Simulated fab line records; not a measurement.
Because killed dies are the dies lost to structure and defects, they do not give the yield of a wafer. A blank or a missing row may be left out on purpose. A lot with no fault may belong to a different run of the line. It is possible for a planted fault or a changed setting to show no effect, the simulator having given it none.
fab line records | flow n5_finfet
[record] lots = 7 wafers = 39
route steps=1938 shown DUMMY_GATE@237 SD_EPI_N@278 HKMG_FIN@413 MOL_CONTACT_COAG@541 PASSIVATION@1936
start_h: hours from the record's first day to the start of the lot's first wafer shown | wait_h: time in hours since the lot's previous step | " same as the row above | L1.1+2: a row that stands for several wafers | - value missing, or start not given | * or withheld: withheld | < > ~ a bound
route shown NAME@n: a module of which the file shows steps, and the number in the route of the first | usual: mean/standard deviation taken from wafers without a fault | same: alike in all rows | chamber/n: place in a boat | sites: readings site by site | _std_site: their standard deviation | _edge_site: mean of outer sites minus mean of inner sites | radius_mm: for every site, how far away it sits from the centre of the wafer | mask NAME#n: copy n | behind: the last tool/chamber to shape the wafer | hold: the reason the lot was held/the length of the hold in hours/how it ended | device: transistor that didn't switch, given as n, p or np | end of line: at the end of the route, the tests of the same wafers | step lacking rows: just its recipe | killed: not the wafer's yield, but the dies lost to structure and defects at the first sort | map: a wafer's dies, marking killed ones x, the rest . and places with no die _
set.NAME: the run value of the setting; set.NAME@STEP: its run value at that earlier step | model.NAME: the simulator's own value behind a step, which no gauge read
lots where settings were altered on purpose, with a table for each step and a row for each wafer
[[steps]]
[step N5_DUMMY_GATE_ETCH_37]
[recipe] chemistry = N2/H2 target = SOC target_depth_a = 600 overetch_a = 300 temp_c = 40 ion_energy_ev = 200 pressure_mtorr = 30 source_w = 840 bias_w = 150 n2_flow_sccm = 200 h2_flow_sccm = 200
[step N5_DUMMY_GATE_ETCH_32]
[recipe] chemistry = CF4 target = SiO2 target_depth_a = 35 time_s = 3.9 ion_energy_ev = 350 pressure_mtorr = 10 icp_w = 800 bias_w = 400 cf4_flow_sccm = 80
[step N5_DUMMY_GATE_ETCH_42]
[recipe] chemistry = CHF3/O2 target = SiO2 target_depth_a = 35 time_s = 31 ion_energy_ev = 30 bias_w = 12 pressure_mtorr = 30 source_w = 600 Ar_flow_sccm = 200 CHF3_flow_sccm = 50 O2_flow_sccm = 5
[step N5_SD_EPI_N_ETCH_45]
[recipe] chemistry = CH3F/O2 target = SiOCN target_depth_a = 60 mask_material = SOC ion_energy_ev = 60 bias_w = 29 pressure_mtorr = 15 source_w = 410 Ar_flow_sccm = 150 CH3F_flow_sccm = 30 O2_flow_sccm = 20
[step N5_SD_EPI_N_LINER_46]
[recipe] material = SiNx target_thk_a = 30 temp_c = 400 ald_precursor_family = SiH2I2 ald_co_reactant = N2/H2-plasma pressure_torr = 2
[step N5_HKMG_FIN_CVD_62]
[recipe] material = a-Si target_thk_a = 30 temp_c = 500 precursor = Si2H6 pressure_torr = 1 time_s = 20.8
[step N5_HKMG_FIN_ALD_91]
[recipe] material = TiN target_thk_a = 10 temp_c = 400 ald_precursor_family = TiCl4 ald_co_reactant = NH3 pulse_time_s = 1 purge_time_s = 3 co_reactant_purge_time_s = 2 co_reactant_pulse_time_s = 2 ald_cycles = 47 pressure_torr = 3
[step N5_MOL_CONTACT_COAG_IMPLANT_129]
[recipe] species = Ge energy_kev = 3 dose_cm2 = 6e+14 tilt_deg = 0 rotation_deg = 0
[step N5_MOL_CONTACT_COAG_EXPOSE_37]
[recipe] mask_id = VD na = 0.33 source_shape = annular sigma_inner = 0.3 sigma_outer = 0.7 polarization = unpolarized defocus_nm = 0 dose_mj = 62
[step N5_PASSIVATION_PROBE_49]
[usual] defect_limited_yield = 91.4/1.6 killed_at_contacts = 12/6 killed_dies = 101/19 sort_bin_6_memory = 3.3/0.74
// columns lot.wafer tool chamber start_h wait_h set.source_w@DUMMY_GATE_ETCH_37 set.time_s@DUMMY_GATE_ETCH_32 set.bias_w@DUMMY_GATE_ETCH_42 set.target_depth_a@SD_EPI_N_ETCH_45 set.target_thk_a@SD_EPI_N_LINER_46 set.target_thk_a@HKMG_FIN_CVD_62 set.ald_cycles@HKMG_FIN_ALD_91 set.energy_kev@MOL_CONTACT_COAG_IMPLANT_129 set.dose_mj@MOL_CONTACT_COAG_EXPOSE_37 defect_limited_yield[%] killed_at_contacts killed_dies sort_bin_6_memory[%]
L076.1 prober-02 - 272.04 0.0 840 3.9 9.905 57.99 30 30 47 3 62 91.8 9 97 3.4
L076.2 prober-02 - 272.09 0.1 840 4.503 9.905 57.99 30 31.27 47 3 62 90.7 10 110 3.5
L076.3 prober-02 - 272.14 0.1 840 4.503 12 60 26.35 30 47 3 62 89.9 14 119 4.0
L076.4 prober-02 - 272.19 0.2 840 3.9 9.905 60 26.35 31.27 45 3 62 93.7 10 74 3.3
L076.5 prober-02 - 272.24 0.2 840 3.9 12 60 30 30 45 3 62 91.3 11 103 3.3
L076.6 prober-02 - 272.29 0.3 840 4.503 12 57.99 26.35 31.27 45 3 62 91.4 7 102 2.5
L081.1 prober-01 - 305.70 0.0 707.4 3.58 12 65.44 26.09 30 47 3 57.4 67.1 280 388 11.6
L081.2 prober-01 - 305.75 0.1 840 3.9 12 60 26.09 30 44 3 62 88.2 12 139 4.2
L081.3 prober-01 - 305.80 0.1 840 3.9 12 65.44 30 30 47 3 62 89.3 15 126 4.2
L081.4 prober-01 - 305.85 0.2 707.4 3.9 12 60 30 30 44 3 57.4 69.1 269 365 10.1
L081.5 prober-01 - 305.90 0.2 840 3.58 12 60 30 30 47 3 62 89.7 6 122 3.1
L081.6 prober-01 - 305.95 0.3 707.4 3.58 12 65.44 26.09 30 44 3 57.4 66.0 281 401 10.7
L080.1 prober-02 - 306.35 0.0 840 3.9 12 64.49 30 28.76 45 3.662 60.16 90.7 23 110 3.7
L080.2 prober-02 - 306.40 0.1 902.7 3.9 13.2 60 30 30 45 3.662 62 91.9 15 96 3.2
L080.3 prober-02 - 306.45 0.1 902.7 3.9 12 64.49 30 30 47 3 62 92.6 12 87 2.9
L080.4 prober-02 - 306.50 0.2 840 3.9 13.2 60 30 28.76 47 3 60.16 93.0 27 83 3.1
L080.5 prober-02 - 306.55 0.2 902.7 3.9 12 60 30 28.76 45 3 62 92.2 10 92 3.0
L080.6 prober-02 - 306.60 0.3 840 3.9 13.2 64.49 30 30 47 3.662 60.16 92.8 15 85 3.3
L083.1 prober-01 - 311.04 0.0 840 4.282 12 61.99 30 30 46 3 58.99 89.5 51 124 3.9
L083.2 prober-01 - 311.09 0.1 958.9 4.282 10.31 61.99 32.95 30 46 3 62 93.6 15 75 2.1
L083.3 prober-01 - 311.14 0.1 840 3.9 10.31 60 30 30 47 3 58.99 87.0 68 153 4.7
L083.4 prober-01 - 311.19 0.2 958.9 4.282 10.31 60 30 30 47 3 62 92.2 14 92 3.1
L083.5 prober-01 - 311.24 0.2 840 3.9 12 61.99 32.95 30 47 3 62 93.2 9 80 2.6
L083.6 prober-01 - 311.29 0.3 958.9 3.9 12 60 32.95 30 46 3 58.99 87.5 58 148 4.7
L088.1 prober-02 - 360.26 0.0 840 3.9 12 60 30 30 47 3 62 90.8 22 109 3.3
L088.3 prober-02 - 360.36 0.1 840 3.9 12 60 30 30 47 3 62 91.4 23 101 3.1
L088.6 prober-02 - 360.51 0.3 840 3.9 12 60 30 30 47 3 62 90.9 17 107 3.6
L089.1 prober-01 - 364.60 0.0 772.8 3.9 12 62.2 30 26 45 3 57.93 82.9 159 202 6.4
L089.2 prober-01 - 364.65 0.1 840 3.9 12 60 33.47 26 45 3.567 62 93.5 6 77 1.9
L089.3 prober-01 - 364.70 0.1 772.8 3.9 12 60 33.47 30 45 3 62 91.8 5 97 3.4
L089.4 prober-01 - 364.75 0.2 840 3.9 12 62.2 30 30 47 3 57.93 82.1 145 211 7.5
L089.5 prober-01 - 364.80 0.2 840 3.9 12 62.2 33.47 30 47 3.567 57.93 79.6 148 241 7.8
L089.6 prober-01 - 364.85 0.3 772.8 3.9 12 60 30 26 47 3.567 62 94.1 10 70 2.1
L095.1 prober-01 - 394.62 0.0 729 3.9 13.15 60 26.72 30 46 3.75 64.82 90.3 13 115 3.4
L095.2 prober-01 - 394.67 0.1 840 3.9 12 60 30 30 47 3 62 91.4 14 101 4.0
L095.3 prober-01 - 394.72 0.1 729 3.9 12 60 26.72 30 47 3.75 64.82 90.3 19 115 3.5
L095.4 prober-01 - 394.77 0.2 729 3.9 13.15 60 30 30 46 3 64.82 89.7 24 122 4.4
L095.5 prober-01 - 394.82 0.2 840 3.9 12 60 30 30 46 3.75 62 93.3 18 79 2.6
L095.6 prober-01 - 394.87 0.3 840 3.9 13.15 60 26.72 30 47 3 62 90.8 16 109 3.2
// killed by level:class
L076.1 FIN_SAQP:geometric_particle:short=13 FIN_SAQP:geometric_particle:open=11 BEOL_M3:geometric_particle:open=8 MOL_CONTACT_COAG:geometric_particle:open=8 DUMMY_GATE:geometric_particle:open=6 BEOL_M0_SAQP:geometric_particle:open=5 BEOL_M2:geometric_particle:open=5 ILD0:geometric_particle:short=4
L076.2 FIN_SAQP:geometric_particle:short=13 GATE_CUT:geometric_particle:short=12 FIN_SAQP:geometric_particle:open=11 GATE_CUT:geometric_particle:open=9 DUMMY_GATE:geometric_particle:open=7 MOL_CONTACT_COAG:geometric_particle:open=6 BEOL_M0_SAQP:geometric_particle:short=6 PASSIVATION:area_etch=5
L076.3 MOL_CONTACT_COAG:geometric_particle:open=11 BEOL_M0_SAQP:geometric_particle:short=10 BEOL_M2:geometric_particle:open=10 FIN_SAQP:geometric_particle:open=9 FIN_SAQP:geometric_particle:short=9 BEOL_M1:geometric_particle:open=6 BEOL_M5:geometric_particle:open=5 GATE_CUT:geometric_particle:short=4
L076.4 FIN_SAQP:geometric_particle:short=16 MOL_CONTACT_COAG:geometric_particle:open=10 FIN_SAQP:geometric_particle:open=8 STI_FIN_REVEAL:geometric_particle:open=4 DUMMY_GATE:geometric_particle:open=4 BEOL_M3:geometric_particle:open=4 DUMMY_GATE:geometric_particle:short=3 GATE_CUT:geometric_particle:short=3
L076.5 BEOL_M2:geometric_particle:open=14 FIN_SAQP:geometric_particle:short=9 MOL_CONTACT_COAG:geometric_particle:open=8 FIN_SAQP:geometric_particle:open=6 BEOL_M0_SAQP:geometric_particle:short=6 BEOL_M4:geometric_particle:open=6 BEOL_M0:geometric_particle:short=5 BEOL_M2:geometric_particle:short=5
L076.6 FIN_SAQP:geometric_particle:open=13 FIN_SAQP:geometric_particle:short=10 BEOL_M2:geometric_particle:open=9 HKMG_FIN:area_ald=9 BEOL_M0:geometric_particle:open=7 GATE_CUT:geometric_particle:short=6 DUMMY_GATE:geometric_particle:open=5 MOL_CONTACT_COAG:geometric_particle:open=5
L081.1 MOL_CONTACT_COAG:area_expose=259 MOL_CONTACT_COAG:geometric_particle:open=17 FIN_SAQP:geometric_particle:open=14 FIN_SAQP:geometric_particle:short=12 STI_FIN_REVEAL:geometric_particle:open=11 BEOL_M3:geometric_particle:open=7 DUMMY_GATE:geometric_particle:open=7 BEOL_M0_SAQP:geometric_particle:open=7
L081.2 STI_FIN_REVEAL:geometric_particle:open=20 FIN_SAQP:geometric_particle:open=18 BEOL_M4:geometric_particle:open=14 HKMG_FIN:area_ald=12 FIN_SAQP:geometric_particle:short=11 MOL_CONTACT_COAG:geometric_particle:open=10 BEOL_M0_SAQP:geometric_particle:open=7 BEOL_M0_SAQP:geometric_particle:short=6
L081.3 FIN_SAQP:geometric_particle:open=25 FIN_SAQP:geometric_particle:short=18 MOL_CONTACT_COAG:geometric_particle:open=14 BEOL_M0_SAQP:geometric_particle:open=11 STI_FIN_REVEAL:geometric_particle:open=10 BEOL_M0_SAQP:geometric_particle:short=8 DUMMY_GATE:geometric_particle:open=6 BEOL_M4:geometric_particle:open=5
L081.4 MOL_CONTACT_COAG:area_expose=263 HKMG_FIN:area_ald=25 FIN_SAQP:geometric_particle:open=14 FIN_SAQP:geometric_particle:short=8 STI_FIN_REVEAL:geometric_particle:open=6 BEOL_M4:geometric_particle:open=6 MOL_CONTACT_COAG:geometric_particle:open=4 BEOL_M2:geometric_particle:open=4
L081.5 FIN_SAQP:geometric_particle:short=18 FIN_SAQP:geometric_particle:open=17 STI_FIN_REVEAL:geometric_particle:open=10 BEOL_M0_SAQP:geometric_particle:short=6 DUMMY_GATE:geometric_particle:open=5 GATE_CUT:geometric_particle:short=5 MOL_CONTACT_COAG:geometric_particle:open=5 BEOL_M3:geometric_particle:open=5
L081.6 MOL_CONTACT_COAG:area_expose=267 HKMG_FIN:area_ald=31 FIN_SAQP:geometric_particle:open=10 FIN_SAQP:geometric_particle:short=10 MOL_CONTACT_COAG:geometric_particle:open=10 BEOL_M0_SAQP:geometric_particle:open=9 BEOL_M0_SAQP:geometric_particle:short=8 BEOL_M3:geometric_particle:open=6
L080.1 FIN_SAQP:geometric_particle:short=12 STI_FIN_REVEAL:geometric_particle:open=12 MOL_CONTACT_COAG:area_expose=10 MOL_CONTACT_COAG:geometric_particle:open=8 BEOL_M2:geometric_particle:open=8 BEOL_M0_SAQP:geometric_particle:short=6 GATE_CUT:geometric_particle:short=6 BEOL_M0_SAQP:geometric_particle:open=6
L080.2 MOL_CONTACT_COAG:geometric_particle:open=13 BEOL_M1:geometric_particle:open=10 FIN_SAQP:geometric_particle:open=7 BEOL_M4:geometric_particle:open=7 FIN_SAQP:geometric_particle:short=6 STARTING-WAFER:geometric_particle:short=5 STI_FIN_REVEAL:geometric_particle:open=4 DUMMY_GATE:geometric_particle:open=4
L080.3 MOL_CONTACT_COAG:geometric_particle:open=8 BEOL_M4:geometric_particle:open=7 FIN_SAQP:geometric_particle:short=6 FIN_SAQP:geometric_particle:open=5 DUMMY_GATE:geometric_particle:open=5 GATE_CUT:geometric_particle:short=5 BEOL_M0_SAQP:geometric_particle:short=5 BEOL_M3:geometric_particle:open=5
L080.4 MOL_CONTACT_COAG:area_expose=16 MOL_CONTACT_COAG:geometric_particle:open=10 BEOL_M3:geometric_particle:open=8 DUMMY_GATE:geometric_particle:open=7 FIN_SAQP:geometric_particle:short=4 BEOL_M0_SAQP:geometric_particle:short=4 STARTING-WAFER:geometric_particle:open=4 STI_FIN_REVEAL:geometric_particle:open=3
L080.5 BEOL_M0_SAQP:geometric_particle:short=11 MOL_CONTACT_COAG:geometric_particle:open=10 FIN_SAQP:geometric_particle:short=9 FIN_SAQP:geometric_particle:open=7 BEOL_M0_SAQP:geometric_particle:open=7 BEOL_M4:geometric_particle:open=7 DUMMY_GATE:geometric_particle:open=5 STI_FIN_REVEAL:geometric_particle:open=3
L080.6 STI_FIN_REVEAL:geometric_particle:open=10 MOL_CONTACT_COAG:area_expose=9 DUMMY_GATE:geometric_particle:open=6 MOL_CONTACT_COAG:geometric_particle:open=6 BEOL_M1:geometric_particle:open=6 FIN_SAQP:geometric_particle:open=5 GATE_CUT:geometric_particle:short=5 BEOL_M3:geometric_particle:open=4
L083.1 MOL_CONTACT_COAG:area_expose=45 FIN_SAQP:geometric_particle:short=8 FIN_SAQP:geometric_particle:open=6 STI_FIN_REVEAL:geometric_particle:open=6 MOL_CONTACT_COAG:geometric_particle:open=6 BEOL_M4:geometric_particle:open=5 BEOL_M0:geometric_particle:open=4 BEOL_M2:geometric_particle:open=4
L083.2 MOL_CONTACT_COAG:geometric_particle:open=11 FIN_SAQP:geometric_particle:open=8 STI_FIN_REVEAL:geometric_particle:open=7 BEOL_M4:geometric_particle:open=7 BEOL_M0_SAQP:geometric_particle:short=5 BEOL_M0_SAQP:geometric_particle:open=5 MOL_CONTACT_COAG:geometric_particle:short=4 BEOL_M0:geometric_particle:open=3
L083.3 MOL_CONTACT_COAG:area_expose=46 MOL_CONTACT_COAG:geometric_particle:open=16 BEOL_M0_SAQP:geometric_particle:short=11 BEOL_M0_SAQP:geometric_particle:open=7 FIN_SAQP:geometric_particle:open=6 MOL_CONTACT_COAG:geometric_particle:short=6 BEOL_M3:geometric_particle:open=6 BEOL_M4:geometric_particle:open=5
L083.4 FIN_SAQP:geometric_particle:open=17 MOL_CONTACT_COAG:geometric_particle:open=13 BEOL_M0_SAQP:geometric_particle:short=10 BEOL_M0_SAQP:geometric_particle:open=7 BEOL_M4:geometric_particle:open=6 GATE_CUT:geometric_particle:short=5 STARTING-WAFER:geometric_particle:open=5 STI_FIN_REVEAL:geometric_particle:open=4
L083.5 BEOL_M3:geometric_particle:open=7 MOL_CONTACT_COAG:geometric_particle:open=6 BEOL_M1:geometric_particle:open=6 FIN_SAQP:geometric_particle:open=4 STI_FIN_REVEAL:geometric_particle:open=4 DUMMY_GATE:geometric_particle:open=4 BEOL_M4:geometric_particle:short=4 FIN_SAQP:geometric_particle:short=3
L083.6 MOL_CONTACT_COAG:area_expose=46 BEOL_M0_SAQP:geometric_particle:open=16 STI_FIN_REVEAL:geometric_particle:open=14 MOL_CONTACT_COAG:geometric_particle:open=11 BEOL_M0_SAQP:geometric_particle:short=10 HKMG_FIN:area_ald=6 FIN_SAQP:geometric_particle:open=3 BEOL_M0:geometric_particle:open=3
L088.1 MOL_CONTACT_COAG:geometric_particle:open=19 BEOL_M0_SAQP:geometric_particle:short=11 FIN_SAQP:geometric_particle:short=10 BEOL_M0_SAQP:geometric_particle:open=10 FIN_SAQP:geometric_particle:open=7 STI_FIN_REVEAL:geometric_particle:open=6 BEOL_M2:geometric_particle:open=6 BEOL_M1:geometric_particle:open=4
L088.3 MOL_CONTACT_COAG:geometric_particle:open=17 FIN_SAQP:geometric_particle:short=12 BEOL_M2:geometric_particle:open=6 MOL_CONTACT_COAG:geometric_particle:short=6 FIN_SAQP:geometric_particle:open=5 SPACER0:geometric_particle:short=5 MIM_TOP:geometric_particle:open=5 BEOL_M0_SAQP:geometric_particle:short=4
L088.6 MOL_CONTACT_COAG:geometric_particle:open=10 BEOL_M1:geometric_particle:open=10 BEOL_M2:geometric_particle:open=10 MOL_CONTACT_COAG:geometric_particle:short=7 STI_FIN_REVEAL:geometric_particle:open=7 FIN_SAQP:geometric_particle:open=6 FIN_SAQP:geometric_particle:short=5 BEOL_M0_SAQP:geometric_particle:short=5
L089.1 MOL_CONTACT_COAG:area_expose=149 MOL_CONTACT_COAG:geometric_particle:open=8 STI_FIN_REVEAL:geometric_particle:open=7 STARTING-WAFER:geometric_particle:short=5 BEOL_M2:geometric_particle:open=3 BEOL_M4:geometric_particle:open=3 MIM_BOT:geometric_particle:open=3 DUMMY_GATE:geometric_particle:open=2
L089.2 HKMG_FIN:area_ald=15 FIN_SAQP:geometric_particle:short=5 BEOL_M3:geometric_particle:open=5 DUMMY_GATE:geometric_particle:open=4 MOL_CONTACT_COAG:geometric_particle:open=4 STI_FIN_REVEAL:geometric_particle:short=3 ILD0:geometric_particle:open=3 GATE_CUT:geometric_particle:short=3
L089.3 BEOL_M3:geometric_particle:open=17 STI_FIN_REVEAL:geometric_particle:open=12 FIN_SAQP:geometric_particle:short=9 BEOL_M2:geometric_particle:open=6 FIN_SAQP:geometric_particle:open=5 BEOL_M4:geometric_particle:open=4 STARTING-WAFER:geometric_particle:open=4 DUMMY_GATE:geometric_particle:open=3
L089.4 MOL_CONTACT_COAG:area_expose=141 FIN_SAQP:geometric_particle:open=9 DUMMY_GATE:geometric_particle:open=6 ILD0:geometric_particle:short=5 STARTING-WAFER:geometric_particle:open=4 FIN_SAQP:geometric_particle:short=3 ILD0:geometric_particle:open=3 MOL_CONTACT_COAG:geometric_particle:open=3
L089.5 MOL_CONTACT_COAG:area_expose=138 STI_FIN_REVEAL:geometric_particle:open=15 FIN_SAQP:geometric_particle:open=12 FIN_SAQP:geometric_particle:short=11 BEOL_M3:geometric_particle:open=11 MOL_CONTACT_COAG:geometric_particle:open=8 BEOL_M0_SAQP:geometric_particle:short=8 BEOL_M0_SAQP:geometric_particle:open=8
L089.6 MOL_CONTACT_COAG:geometric_particle:open=9 FIN_SAQP:geometric_particle:open=7 STI_FIN_REVEAL:geometric_particle:open=6 BEOL_M2:geometric_particle:open=5 BEOL_M3:geometric_particle:open=5 GATE_CUT:geometric_particle:short=4 FIN_CUT:geometric_particle:open=4 DUMMY_GATE:geometric_particle:open=4
L095.1 STI_FIN_REVEAL:geometric_particle:open=13 FIN_SAQP:geometric_particle:open=12 MOL_CONTACT_COAG:geometric_particle:open=11 BEOL_M4:geometric_particle:open=10 FIN_SAQP:geometric_particle:short=8 BEOL_M3:geometric_particle:open=6 DUMMY_GATE:geometric_particle:open=5 BEOL_M4:geometric_particle:short=5
L095.2 FIN_SAQP:geometric_particle:open=14 MOL_CONTACT_COAG:geometric_particle:open=13 FIN_SAQP:geometric_particle:short=9 BEOL_M0_SAQP:geometric_particle:open=8 BEOL_M4:geometric_particle:open=8 DUMMY_GATE:geometric_particle:open=7 BEOL_M0_SAQP:geometric_particle:short=7 BEOL_M2:geometric_particle:open=4
L095.3 MOL_CONTACT_COAG:geometric_particle:open=14 BEOL_M4:geometric_particle:open=14 BEOL_M2:geometric_particle:open=11 FIN_SAQP:geometric_particle:short=9 STARTING-WAFER:geometric_particle:short=6 DUMMY_GATE:geometric_particle:open=5 MOL_CONTACT_COAG:geometric_particle:short=5 FIN_SAQP:geometric_particle:open=4
L095.4 STI_FIN_REVEAL:geometric_particle:open=20 MOL_CONTACT_COAG:geometric_particle:open=20 FIN_SAQP:geometric_particle:short=12 BEOL_M4:geometric_particle:open=6 BEOL_M0_SAQP:geometric_particle:short=6 BEOL_M2:geometric_particle:open=5 MOL_CONTACT_COAG:geometric_particle:short=4 BEOL_M0_SAQP:geometric_particle:open=4
L095.5 MOL_CONTACT_COAG:geometric_particle:open=15 STI_FIN_REVEAL:geometric_particle:open=9 FIN_SAQP:geometric_particle:open=8 FIN_SAQP:geometric_particle:short=4 STARTING-WAFER:geometric_particle:open=4 DUMMY_GATE:geometric_particle:open=3 MOL_CONTACT_COAG:geometric_particle:short=3 BEOL_M0:geometric_particle:open=3
L095.6 MOL_CONTACT_COAG:geometric_particle:open=16 STI_FIN_REVEAL:geometric_particle:open=15 FIN_SAQP:geometric_particle:short=11 BEOL_M4:geometric_particle:open=11 FIN_SAQP:geometric_particle:open=7 STI_FIN_REVEAL:geometric_particle:short=6 BEOL_M0_SAQP:geometric_particle:open=6 BEOL_M4:geometric_particle:short=6
[[key]]
[split] step = N5_DUMMY_GATE_ETCH_37 setting = source_w stated_as = 840
response none clear
[split] step = N5_DUMMY_GATE_ETCH_32 setting = time_s stated_as = 3.9
response none clear
[split] step = N5_DUMMY_GATE_ETCH_42 setting = bias_w stated_as = 12
response none clear
[split] step = N5_SD_EPI_N_ETCH_45 setting = target_depth_a stated_as = 60
response none clear
[split] step = N5_SD_EPI_N_LINER_46 setting = target_thk_a stated_as = 30
response none clear
[split] step = N5_HKMG_FIN_CVD_62 setting = target_thk_a stated_as = 30
response none clear
[split] step = N5_HKMG_FIN_ALD_91 setting = ald_cycles stated_as = 47
response none clear
[split] step = N5_MOL_CONTACT_COAG_IMPLANT_129 setting = energy_kev stated_as = 3
response none clear
[split] step = N5_MOL_CONTACT_COAG_EXPOSE_37 setting = dose_mj stated_as = 62
[response] step = N5_PASSIVATION_PROBE_49 reading = killed_at_contacts slope = -18.2 per = 1% together_with = all explained = 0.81
[response] step = N5_PASSIVATION_PROBE_49 reading = sort_bin_6_memory slope = -0.498 per = 1% together_with = all explained = 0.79
[response] step = N5_PASSIVATION_PROBE_49 reading = killed_dies slope = -16.9 per = 1% together_with = all explained = 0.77
[response] step = N5_PASSIVATION_PROBE_49 reading = defect_limited_yield slope = +1.43 per = 1% together_with = all explained = 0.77
